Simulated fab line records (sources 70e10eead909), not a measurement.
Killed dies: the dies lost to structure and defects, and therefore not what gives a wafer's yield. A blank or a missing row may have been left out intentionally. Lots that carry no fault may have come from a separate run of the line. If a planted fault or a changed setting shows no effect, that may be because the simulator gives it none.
Chamber matching :: flow nandHarc :: 4 sister chambers for NHARC_A_CHANNEL_FILL_D2_ALD_25 on aldHk-03
The step deposits SiOx, target thk 60 nm, pulse time 10 s, ald cycles 600. 4 wafers are shown with their chamber, then 8 later ones without.

== WAFERS, EACH WITH ITS CHAMBER ==
wafer: L085.3
chamber: 3
heaterPowerW (W): 466

wafer: L089.1
chamber: 2
heaterPowerW (W): 468

wafer: L089.6
chamber: 0
heaterPowerW (W): 463

wafer: L088.4
chamber: 1
heaterPowerW (W): 467

== WAFERS WITHOUT THEIR CHAMBER ==
wafer: L088.1
heaterPowerW (W): 452

wafer: L088.5
heaterPowerW (W): 477

wafer: L094.2
heaterPowerW (W): 482

wafer: L094.1
heaterPowerW (W): 467

wafer: L094.4
heaterPowerW (W): 462

wafer: L097.2
heaterPowerW (W): 477

wafer: L097.4
heaterPowerW (W): 469

wafer: L097.5
heaterPowerW (W): 461

== EACH ONE'S CHAMBER ==
wafer: L088.1
from the rows above: can't be placed: 0 or 3 or 1 or 2
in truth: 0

wafer: L088.5
from the rows above: can't be placed: 2 or 1 or 3 or 0
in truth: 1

wafer: L094.2
from the rows above: can't be placed: 2 or 1 or 3 or 0
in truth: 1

wafer: L094.1
from the rows above: can't be placed: 1 or 2 or 3 or 0
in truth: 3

wafer: L094.4
from the rows above: can't be placed: 0 or 3 or 1 or 2
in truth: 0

wafer: L097.2
from the rows above: can't be placed: 2 or 1 or 3 or 0
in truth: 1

wafer: L097.4
from the rows above: can't be placed: 2 or 1 or 3 or 0
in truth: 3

wafer: L097.5
from the rows above: can't be placed: 0 or 3 or 1 or 2
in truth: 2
Placed correctly: 0 of 8. Cannot be placed on the basis of these rows: 8; the candidates contain the true chamber in 8. Wrongly placed: 0.
How it was worked out, from the rows above alone: a wafer's distance from a chamber is the root of the sum, over the readings, of the square of ((its reading less the chamber's mean) divided by the reading's scatter). If the next closest chamber is less than 2 further off than the closest, the wafer can't be placed; otherwise it belongs to the closest. A chamber's mean is the mean of its shown wafers. The scatter (one wafer shown for each chamber): square how far every hidden wafer sits from the nearest shown wafer, average those squares and take the square root.
